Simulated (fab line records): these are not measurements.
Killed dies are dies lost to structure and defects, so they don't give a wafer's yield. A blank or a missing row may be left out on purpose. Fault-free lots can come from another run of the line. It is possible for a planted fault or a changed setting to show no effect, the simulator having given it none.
2 desks looking at one fault -- flow nand harc -- each desk has only its own numbers; what lay behind them comes last

## THE METROLOGY DESK
What the gauges read, lot by lot, whatever tool the lot ran on: means of the sampled wafers that have a number. If a lot's mean is further than 4 standard deviations from the usual mean, the lot is out of limits and carries the mark OUT (the distance appears in the brackets).
Columns: A = overlay x nm at NHARC_P_GATE_OVL_MEAS_27, usual 0.1 nm; B = overlay y nm at NHARC_P_GATE_OVL_MEAS_27, usual -0.1 nm
lot,first seen here,A,B
L760,day 5 11:34,1.0,1.0
L759,day 5 11:43,0.1,-0.2
L762,day 5 23:03,-0.0,0.4
L761,day 5 23:53,-0.3,0.8
L763,day 6 13:40,-0.2,-0.8
L764,day 6 17:47,-1.9,0.2
L770,day 8 10:21,1.3,0.6
L772,day 8 17:20,0.5,0.9
L775,day 9 05:26,-0.9,-0.1
L774,day 9 05:35,-0.2,1.8
L776,day 9 20:25,0.0,-0.3
L779,day 10 11:44,0.1,-0.3
This desk's finding: nothing out of limits on any of the 12 lots.

## FOR THE TOOL OWNER'S DESK: litho track-05
The tool's own readings at NHARC_P_GATE_PEB_44 (peb time 85 s): means of the sampled wafers that have a number, for each lot that ran on this tool. If a lot's mean is further than 4 standard deviations from the usual mean, the lot is out of limits and carries the mark OUT (the distance appears in the brackets).
Columns: A = exhaust pa at NHARC_P_GATE_PEB_44, usual 45.0 Pa; B = heater power total W at NHARC_P_GATE_PEB_44, usual 164.01 W; C = plate temp C at NHARC_P_GATE_PEB_44, usual 118.00 C
lot,first seen here,A,B,C
L759,day 6 00:00,44.9,163.86,118.08
L762,day 6 11:13,44.4,163.96,118.01
L761,day 6 11:36,45.8,164.17,118.04
L764,day 7 05:43,45.0,163.95,117.94
L770,day 8 21:57,45.6,161.67 (-8.7) OUT,116.76 (-9.6) OUT
L772,day 9 05:26,45.7,161.56 (-9.1) OUT,116.45 (-12) OUT
This desk's finding: out of limits on L770, L772; first on L770, day 8 21:57 (heater power total W at NHARC_P_GATE_PEB_44). Within limits: L759, L762, L761, L764.

## BROUGHT TOGETHER
At day 8 21:57, on L770, L772, the tool owner's desk was in a position to raise an alarm.
At the metrology desk, nothing out of limits was observed.
The metrology desk holds a record of L770, L772, inside its limits.
On litho track-05, each named lot ran NHARC_P_GATE_PEB_44.

## WHAT THE SIMULATOR HAD PUT IN
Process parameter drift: litho track-05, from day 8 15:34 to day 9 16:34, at NHARC_P_GATE_PEB_44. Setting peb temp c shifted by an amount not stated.
Struck lots among those shown: L770, L772.
Each desk's first reading out of limits, in hours after the fault started: the tool owner's desk, 6.
